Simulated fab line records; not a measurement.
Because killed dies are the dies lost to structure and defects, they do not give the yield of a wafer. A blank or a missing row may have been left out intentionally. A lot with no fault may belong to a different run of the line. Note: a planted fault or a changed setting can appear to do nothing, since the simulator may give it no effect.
Which tool is to blame? || flow n5 finfet || Sampling: 8 lots, 24 wafers, 7 of 1938 route steps

## WHAT THE GAUGES READ, wafer by wafer
N5_BEOL_M0_SAQP_INSPECT_42: inspects for defects (brightfield). Usual: raw defect count at 299, with a standard deviation of 83.
{"lot": "L735", "measured": "day 7 10:13", "on": "defect inspect-01", "raw defect count": "292 274 199", "flag": ""}
{"lot": "L734", "measured": "day 7 17:08", "on": "defect inspect-02", "raw defect count": "304 192 369", "flag": ""}
{"lot": "L736", "measured": "day 7 19:34", "on": "defect inspect-01", "raw defect count": "298 234 1505", "flag": "OFF"}
{"lot": "L737", "measured": "day 7 22:29", "on": "defect inspect-02", "raw defect count": "1507 352 288", "flag": "OFF"}
{"lot": "L743", "measured": "day 9 14:10", "on": "defect inspect-01", "raw defect count": "237 266 269", "flag": ""}
{"lot": "L744", "measured": "day 9 19:47", "on": "defect inspect-01", "raw defect count": "270 350 354", "flag": ""}
{"lot": "L748", "measured": "day 10 20:14", "on": "defect inspect-02", "raw defect count": "272 291 311", "flag": ""}
{"lot": "L751", "measured": "day 11 09:18", "on": "defect inspect-02", "raw defect count": "224 298 201", "flag": ""}

N5_BEOL_M0_CUTY_INSPECT_59: inspects for defects (macro). Usual: raw defect count at 2.0, with a standard deviation of 1.5.
{"lot": "L735", "measured": "day 7 11:58", "on": "defect inspect-01", "raw defect count": "1 2 0", "flag": ""}
{"lot": "L734", "measured": "day 7 18:53", "on": "defect inspect-02", "raw defect count": "3 2 0", "flag": ""}
{"lot": "L736", "measured": "day 7 21:13", "on": "defect inspect-01", "raw defect count": "0 2 >300", "flag": ""}
{"lot": "L737", "measured": "day 8 00:04", "on": "defect inspect-02", "raw defect count": ">300 2 1", "flag": ""}
{"lot": "L743", "measured": "day 9 15:26", "on": "defect inspect-02", "raw defect count": "1 2 1", "flag": ""}
{"lot": "L744", "measured": "day 9 21:31", "on": "defect inspect-01", "raw defect count": "2 1 0", "flag": ""}
{"lot": "L748", "measured": "day 10 22:04", "on": "defect inspect-01", "raw defect count": "2 6 1", "flag": ""}
{"lot": "L751", "measured": "day 11 10:43", "on": "defect inspect-02", "raw defect count": "3 3 1", "flag": ""}

N5_BEOL_M4_RC_MEAS_101. Usual: DIBL_N 35.8 mV/V, standard deviation 1.8; DIBL_P 35.9 mV/V, standard deviation 2.2; IOFF_N 0.16 nA/um, standard deviation 0.035; IOFF_P 0.21 nA/um, standard deviation 0.04; ION_N 672 uA/um, standard deviation 11; ION_P 461 uA/um, standard deviation 7.4; SS_N 71.4 mV/dec, standard deviation 0.64; SS_P 73.2 mV/dec, standard deviation 0.67; VT_N 250 mV, standard deviation 3.5; VT_P -251 mV, standard deviation 3.4.
{"lot": "L735", "measured": "day 9 17:13", "on": "prober-01", "DIBL_N (mV/V)": "36.0 39.2 38.9", "DIBL_P (mV/V)": "35.7 39.2 39.0", "IOFF_N (nA/um)": "0.15 0.21 0.20", "IOFF_P (nA/um)": "0.20 0.27 0.25", "ION_N (uA/um)": "665 683 676", "ION_P (uA/um)": "462 468 470", "SS_N (mV/dec)": "71.5 72.0 72.2", "SS_P (mV/dec)": "72.8 74.2 73.1", "VT_N (mV)": "254 251 248", "VT_P (mV)": "-250 -248 -250", "flag": ""}
{"lot": "L734", "measured": "day 10 00:50", "on": "prober-01", "DIBL_N (mV/V)": "38.6 36.7 35.0", "DIBL_P (mV/V)": "40.7 37.9 36.7", "IOFF_N (nA/um)": "0.21 0.17 0.13", "IOFF_P (nA/um)": "0.24 0.19 0.17", "ION_N (uA/um)": "691 683 665", "ION_P (uA/um)": "467 459 451", "SS_N (mV/dec)": "72.3 72.1 71.1", "SS_P (mV/dec)": "73.7 72.5 72.8", "VT_N (mV)": "247 249 254", "VT_P (mV)": "-250 -251 -255", "flag": ""}
{"lot": "L736", "measured": "day 9 22:04", "on": "prober-02", "DIBL_N (mV/V)": "36.3 38.0 36.0", "DIBL_P (mV/V)": "36.0 39.9 36.2", "IOFF_N (nA/um)": "0.15 0.19 0.15", "IOFF_P (nA/um)": "0.18 0.26 0.19", "ION_N (uA/um)": "663 677 667", "ION_P (uA/um)": "455 462 458", "SS_N (mV/dec)": "71.7 71.8 71.1", "SS_P (mV/dec)": "73.6 74.1 73.6", "VT_N (mV)": "251 249 249", "VT_P (mV)": "-253 -249 -251", "flag": ""}
{"lot": "L737", "measured": "day 10 02:31", "on": "prober-01", "DIBL_N (mV/V)": "37.6 34.9 38.6", "DIBL_P (mV/V)": "38.2 34.9 38.6", "IOFF_N (nA/um)": "0.20 0.14 0.20", "IOFF_P (nA/um)": "0.24 0.19 0.25", "ION_N (uA/um)": "682 667 682", "ION_P (uA/um)": "460 458 465", "SS_N (mV/dec)": "72.5 71.6 72.4", "SS_P (mV/dec)": "74.0 72.9 73.3", "VT_N (mV)": "248 252 247", "VT_P (mV)": "-248 -252 -247", "flag": ""}
{"lot": "L743", "measured": "day 12 13:22", "on": "prober-02", "DIBL_N (mV/V)": "37.4 39.5 34.0", "DIBL_P (mV/V)": "36.8 40.4 33.2", "IOFF_N (nA/um)": "0.21 0.25 0.13", "IOFF_P (nA/um)": "0.27 0.34 0.20", "ION_N (uA/um)": "697 702 667", "ION_P (uA/um)": "478 486 462", "SS_N (mV/dec)": "71.8 72.1 70.4", "SS_P (mV/dec)": "73.6 73.8 72.5", "VT_N (mV)": "245 242 252", "VT_P (mV)": "-244 -243 -247", "flag": ""}
{"lot": "L744", "measured": "day 12 01:48", "on": "prober-02", "DIBL_N (mV/V)": "31.7 34.5 33.8", "DIBL_P (mV/V)": "31.2 35.6 34.5", "IOFF_N (nA/um)": "0.09 0.13 0.12", "IOFF_P (nA/um)": "0.13 0.19 0.18", "ION_N (uA/um)": "654 667 667", "ION_P (uA/um)": "456 461 469", "SS_N (mV/dec)": "70.2 70.7 70.6", "SS_P (mV/dec)": "71.9 73.1 72.2", "VT_N (mV)": "258 251 251", "VT_P (mV)": "-256 -251 -251", "flag": ""}
{"lot": "L748", "measured": "day 12 18:34", "on": "prober-02", "DIBL_N (mV/V)": "35.1 36.7 34.3", "DIBL_P (mV/V)": "36.4 38.3 35.3", "IOFF_N (nA/um)": "0.15 0.19 0.14", "IOFF_P (nA/um)": "0.23 0.26 0.21", "ION_N (uA/um)": "668 679 669", "ION_P (uA/um)": "461 472 466", "SS_N (mV/dec)": "71.7 72.2 71.8", "SS_P (mV/dec)": "73.3 72.9 72.9", "VT_N (mV)": "248 246 252", "VT_P (mV)": "-248 -245 -248", "flag": ""}
{"lot": "L751", "measured": "day 13 23:44", "on": "prober-02", "DIBL_N (mV/V)": "34.4 35.2 32.4", "DIBL_P (mV/V)": "33.0 34.1 30.8", "IOFF_N (nA/um)": "0.11 0.12 0.09", "IOFF_P (nA/um)": "0.17 0.18 0.14", "ION_N (uA/um)": "659 658 653", "ION_P (uA/um)": "459 459 453", "SS_N (mV/dec)": "70.6 71.7 70.3", "SS_P (mV/dec)": "72.5 72.9 71.6", "VT_N (mV)": "255 255 257", "VT_P (mV)": "-251 -253 -255", "flag": ""}

## TOOL THAT RAN EACH LOT (tool first, then ch and the chambers of the sampled wafers, then the start)
{"lot": "L735", "N5_BEOL_M0_SAQP_MANDREL_ETCH_20": "rie si-05 ch 0,1,3, day 7 06:39", "N5_BEOL_M0_SAQP_RECESS_104": "vapor etch-02 ch 0, day 7 08:12", "N5_BEOL_M0_SAQP_SPACER2_ETCHBACK_27": "rie diel-01 ch 0,1, day 7 09:30", "N5_BEOL_M0_SAQP_DESCUM_45": "rie diel-06 ch 1,2,3, day 7 10:15"}
{"lot": "L734", "N5_BEOL_M0_SAQP_MANDREL_ETCH_20": "rie si-01 ch 0,1, day 7 12:03", "N5_BEOL_M0_SAQP_RECESS_104": "vapor etch-01 ch 0,1, day 7 13:38", "N5_BEOL_M0_SAQP_SPACER2_ETCHBACK_27": "rie diel-01 ch 0,1,3, day 7 16:32", "N5_BEOL_M0_SAQP_DESCUM_45": "rie diel-03 ch 0,2,3, day 7 17:10"}
{"lot": "L736", "N5_BEOL_M0_SAQP_MANDREL_ETCH_20": "rie si-05 ch 1,2, day 7 15:56", "N5_BEOL_M0_SAQP_RECESS_104": "vapor etch-01 ch 0,1, day 7 17:44", "N5_BEOL_M0_SAQP_SPACER2_ETCHBACK_27": "rie diel-03 ch 2,3, day 7 18:55", "N5_BEOL_M0_SAQP_DESCUM_45": "rie diel-01 ch 0,1,2, day 7 19:37"}
{"lot": "L737", "N5_BEOL_M0_SAQP_MANDREL_ETCH_20": "rie si-05 ch 1,2,3, day 7 18:59", "N5_BEOL_M0_SAQP_RECESS_104": "vapor etch-01 ch 0,1, day 7 20:35", "N5_BEOL_M0_SAQP_SPACER2_ETCHBACK_27": "rie diel-03 ch 2,3, day 7 21:53", "N5_BEOL_M0_SAQP_DESCUM_45": "rie diel-03 ch 0,2, day 7 22:31"}
{"lot": "L743", "N5_BEOL_M0_SAQP_MANDREL_ETCH_20": "rie si-02 ch 0,1, day 9 08:26", "N5_BEOL_M0_SAQP_RECESS_104": "vapor etch-01 ch 0,1, day 9 10:23", "N5_BEOL_M0_SAQP_SPACER2_ETCHBACK_27": "rie diel-01 ch 0,1, day 9 13:27", "N5_BEOL_M0_SAQP_DESCUM_45": "rie diel-06 ch 0,1,3, day 9 14:13"}
{"lot": "L744", "N5_BEOL_M0_SAQP_MANDREL_ETCH_20": "rie si-02 ch 0,1,2, day 9 16:00", "N5_BEOL_M0_SAQP_RECESS_104": "vapor etch-01 ch 0,1, day 9 17:52", "N5_BEOL_M0_SAQP_SPACER2_ETCHBACK_27": "rie diel-03 ch 1,2,3, day 9 19:04", "N5_BEOL_M0_SAQP_DESCUM_45": "rie diel-06 ch 0,2,3, day 9 20:00"}
{"lot": "L748", "N5_BEOL_M0_SAQP_MANDREL_ETCH_20": "rie si-05 ch 0,1,3, day 10 16:28", "N5_BEOL_M0_SAQP_RECESS_104": "vapor etch-02 ch 0,1, day 10 18:01", "N5_BEOL_M0_SAQP_SPACER2_ETCHBACK_27": "rie diel-06 ch 0,1,3, day 10 19:39", "N5_BEOL_M0_SAQP_DESCUM_45": "rie diel-01 ch 0,1,2, day 10 20:28"}
{"lot": "L751", "N5_BEOL_M0_SAQP_MANDREL_ETCH_20": "rie si-05 ch 1,3, day 11 04:33", "N5_BEOL_M0_SAQP_RECESS_104": "vapor etch-01 ch 0,1, day 11 07:16", "N5_BEOL_M0_SAQP_SPACER2_ETCHBACK_27": "rie diel-01 ch 0,2, day 11 08:43", "N5_BEOL_M0_SAQP_DESCUM_45": "rie diel-06 ch 0,1,3, day 11 09:20"}
- N5_BEOL_M0_SAQP_MANDREL_ETCH_20: etches a-Si in HBr/Cl2, stops on SiNx, target depth 60 nm, bt time 10 s, time 30 s.
- N5_BEOL_M0_SAQP_RECESS_104: chemistry HF/NH3, target SiO2, target depth 18 nm, afs cycles 3, sublimation time 60 s.
- N5_BEOL_M0_SAQP_SPACER2_ETCHBACK_27: etches SiO2 in CHF3/O2, target depth 22.5 nm, time 11.25 s.
- N5_BEOL_M0_SAQP_DESCUM_45: chemistry O2, time 7 s.

## WHAT THE TOOLS THEMSELVES READ (means of the sampled wafers that have a number; where no wafer has one, the mark that the record gives instead)
N5_BEOL_M0_SAQP_MANDREL_ETCH_20. Usual: HBr_flow_sccm 150.0 sccm, standard deviation 0.42; bias w 75.01 W, standard deviation 0.23; drypump motor current A 5.6 A, standard deviation 0.57; oes product au 0.781 a.u., standard deviation 0.012; throttle valve pct 35.4 %, standard deviation 0.46.
{"lot": "L735", "tool": "rie si-05", "HBr_flow_sccm (sccm)": 149.9, "bias w (W)": 74.90, "drypump motor current A (A)": 5.3, "oes product au (a.u.)": 0.789, "throttle valve pct (%)": 35.3, "flag": ""}
{"lot": "L734", "tool": "rie si-01", "HBr_flow_sccm (sccm)": 149.6, "bias w (W)": 75.20, "drypump motor current A (A)": 5.6, "oes product au (a.u.)": 0.786, "throttle valve pct (%)": 35.7, "flag": ""}
{"lot": "L736", "tool": "rie si-05", "HBr_flow_sccm (sccm)": 150.0, "bias w (W)": 75.00, "drypump motor current A (A)": 5.4, "oes product au (a.u.)": 0.769, "throttle valve pct (%)": 35.6, "flag": ""}
{"lot": "L737", "tool": "rie si-05", "HBr_flow_sccm (sccm)": 150.0, "bias w (W)": 74.89, "drypump motor current A (A)": 5.6, "oes product au (a.u.)": 0.774, "throttle valve pct (%)": 35.3, "flag": ""}
{"lot": "L743", "tool": "rie si-02", "HBr_flow_sccm (sccm)": 149.9, "bias w (W)": 75.04, "drypump motor current A (A)": 6.0, "oes product au (a.u.)": 0.774, "throttle valve pct (%)": 35.3, "flag": ""}
{"lot": "L744", "tool": "rie si-02", "HBr_flow_sccm (sccm)": 150.2, "bias w (W)": 75.06, "drypump motor current A (A)": 6.1, "oes product au (a.u.)": 0.777, "throttle valve pct (%)": 35.6, "flag": ""}
{"lot": "L748", "tool": "rie si-05", "HBr_flow_sccm (sccm)": 149.7, "bias w (W)": 75.05, "drypump motor current A (A)": 5.4, "oes product au (a.u.)": 0.791, "throttle valve pct (%)": 35.3, "flag": ""}
{"lot": "L751", "tool": "rie si-05", "HBr_flow_sccm (sccm)": 150.2, "bias w (W)": 75.26, "drypump motor current A (A)": 5.6, "oes product au (a.u.)": 0.779, "throttle valve pct (%)": 34.9, "flag": ""}

N5_BEOL_M0_SAQP_RECESS_104. Usual: drypump motor current A at 5.9 A, with a standard deviation of 0.32.
{"lot": "L735", "tool": "vapor etch-02", "drypump motor current A (A)": 5.4, "flag": ""}
{"lot": "L734", "tool": "vapor etch-01", "drypump motor current A (A)": 5.9, "flag": ""}
{"lot": "L736", "tool": "vapor etch-01", "drypump motor current A (A)": 5.9, "flag": ""}
{"lot": "L737", "tool": "vapor etch-01", "drypump motor current A (A)": 5.9, "flag": ""}
{"lot": "L743", "tool": "vapor etch-01", "drypump motor current A (A)": 6.1, "flag": ""}
{"lot": "L744", "tool": "vapor etch-01", "drypump motor current A (A)": 5.9, "flag": ""}
{"lot": "L748", "tool": "vapor etch-02", "drypump motor current A (A)": 5.6, "flag": ""}
{"lot": "L751", "tool": "vapor etch-01", "drypump motor current A (A)": 6.1, "flag": ""}

N5_BEOL_M0_SAQP_SPACER2_ETCHBACK_27. Usual: bias w 170.0 W, standard deviation 0.51; drypump motor current A 5.9 A, standard deviation 0.48; oes product au 0.80 a.u., standard deviation 0.092; rf vpp V 519 V, standard deviation 9.1; showerhead plenum p Torr 2.37 Torr, standard deviation 0.04; throttle valve pct 18.95 %, standard deviation 0.23.
{"lot": "L735", "tool": "rie diel-01", "bias w (W)": 170.2, "drypump motor current A (A)": 6.0, "oes product au (a.u.)": 0.93, "rf vpp V (V)": 509, "showerhead plenum p Torr (Torr)": 2.36, "throttle valve pct (%)": 18.72, "flag": ""}
{"lot": "L734", "tool": "rie diel-01", "bias w (W)": 170.2, "drypump motor current A (A)": 6.2, "oes product au (a.u.)": 0.85, "rf vpp V (V)": 513, "showerhead plenum p Torr (Torr)": 2.37, "throttle valve pct (%)": 18.77, "flag": ""}
{"lot": "L736", "tool": "rie diel-03", "bias w (W)": 170.2, "drypump motor current A (A)": 5.2, "oes product au (a.u.)": 0.72, "rf vpp V (V)": 523, "showerhead plenum p Torr (Torr)": 2.33, "throttle valve pct (%)": 19.14, "flag": ""}
{"lot": "L737", "tool": "rie diel-03", "bias w (W)": 169.6, "drypump motor current A (A)": 5.4, "oes product au (a.u.)": 0.72, "rf vpp V (V)": 516, "showerhead plenum p Torr (Torr)": 2.37, "throttle valve pct (%)": 19.26, "flag": ""}
{"lot": "L743", "tool": "rie diel-01", "bias w (W)": 169.8, "drypump motor current A (A)": 6.0, "oes product au (a.u.)": 0.88, "rf vpp V (V)": 510, "showerhead plenum p Torr (Torr)": 2.35, "throttle valve pct (%)": 18.73, "flag": ""}
{"lot": "L744", "tool": "rie diel-03", "bias w (W)": 169.8, "drypump motor current A (A)": 5.4, "oes product au (a.u.)": 0.71, "rf vpp V (V)": 523, "showerhead plenum p Torr (Torr)": 2.35, "throttle valve pct (%)": 19.29, "flag": ""}
{"lot": "L748", "tool": "rie diel-06", "bias w (W)": 169.9, "drypump motor current A (A)": 5.5, "oes product au (a.u.)": 0.75, "rf vpp V (V)": 520, "showerhead plenum p Torr (Torr)": 2.32, "throttle valve pct (%)": 18.88, "flag": ""}
{"lot": "L751", "tool": "rie diel-01", "bias w (W)": 170.6, "drypump motor current A (A)": 6.1, "oes product au (a.u.)": 0.89, "rf vpp V (V)": 514, "showerhead plenum p Torr (Torr)": 2.35, "throttle valve pct (%)": 18.83, "flag": ""}

N5_BEOL_M0_SAQP_DESCUM_45. Usual: bias power w 20.01 W, standard deviation 0.062; drypump motor current A 5.7 A, standard deviation 0.48; oes product au 0.79 a.u., standard deviation 0.091; rf vpp V 242.5 V, standard deviation 1.1; showerhead plenum p Torr 2.05 Torr, standard deviation 0.06; throttle valve pct 20.49 %, standard deviation 0.27.
{"lot": "L735", "tool": "rie diel-06", "bias power w (W)": 20.09, "drypump motor current A (A)": 5.4, "oes product au (a.u.)": 0.75, "rf vpp V (V)": 241.6, "showerhead plenum p Torr (Torr)": 2.02, "throttle valve pct (%)": 20.45, "flag": ""}
{"lot": "L734", "tool": "rie diel-03", "bias power w (W)": 20.05, "drypump motor current A (A)": 5.5, "oes product au (a.u.)": 0.79, "rf vpp V (V)": 243.1, "showerhead plenum p Torr (Torr)": 2.07, "throttle valve pct (%)": 20.65, "flag": ""}
{"lot": "L736", "tool": "rie diel-01", "bias power w (W)": 20.01, "drypump motor current A (A)": 6.0, "oes product au (a.u.)": 0.93, "rf vpp V (V)": 242.9, "showerhead plenum p Torr (Torr)": 2.05, "throttle valve pct (%)": 20.36, "flag": ""}
{"lot": "L737", "tool": "rie diel-03", "bias power w (W)": 20.02, "drypump motor current A (A)": 5.9, "oes product au (a.u.)": 0.85, "rf vpp V (V)": 244.4, "showerhead plenum p Torr (Torr)": 2.13, "throttle valve pct (%)": 20.70, "flag": ""}
{"lot": "L743", "tool": "rie diel-06", "bias power w (W)": 20.00, "drypump motor current A (A)": 5.5, "oes product au (a.u.)": 0.77, "rf vpp V (V)": 241.5, "showerhead plenum p Torr (Torr)": 1.99, "throttle valve pct (%)": 20.23, "flag": ""}
{"lot": "L744", "tool": "rie diel-06", "bias power w (W)": 20.02, "drypump motor current A (A)": 5.7, "oes product au (a.u.)": 0.77, "rf vpp V (V)": 242.8, "showerhead plenum p Torr (Torr)": 2.04, "throttle valve pct (%)": 20.45, "flag": ""}
{"lot": "L748", "tool": "rie diel-01", "bias power w (W)": 19.98, "drypump motor current A (A)": 6.0, "oes product au (a.u.)": 0.87, "rf vpp V (V)": 242.8, "showerhead plenum p Torr (Torr)": 2.05, "throttle valve pct (%)": 20.40, "flag": ""}
{"lot": "L751", "tool": "rie diel-06", "bias power w (W)": 20.04, "drypump motor current A (A)": 5.5, "oes product au (a.u.)": 0.76, "rf vpp V (V)": 241.7, "showerhead plenum p Torr (Torr)": 1.99, "throttle valve pct (%)": 20.25, "flag": ""}

## THE ANSWER, worked out from the rows above alone
Rule: take the mean of a lot's wafers that have a number; if it is more than 3 standard deviations from the usual mean, the lot is off. Also off: a lot with no number at a reading for which 4 or more lots have one. The other lots that the step has rows for count as sound. After the gauges, taken in route order, come the tools' own readings; for these a lot's mean is taken, as printed above. The first step at which some lot is off is used, and at that step the reading that is off furthest; a lot without a number counts as furthest.
Off, at N5_BEOL_M0_SAQP_INSPECT_42 on raw defect count: L736, L737.
If a tool, at a process step before that reading, ran all the lots that are off and no sound lot after the first of them, it fits. Gauges at N5_BEOL_M0_SAQP_INSPECT_42: tried the same way as those tools. Not one of the candidates tried fits.

## WHAT WAS PUT IN BY THE SIMULATOR
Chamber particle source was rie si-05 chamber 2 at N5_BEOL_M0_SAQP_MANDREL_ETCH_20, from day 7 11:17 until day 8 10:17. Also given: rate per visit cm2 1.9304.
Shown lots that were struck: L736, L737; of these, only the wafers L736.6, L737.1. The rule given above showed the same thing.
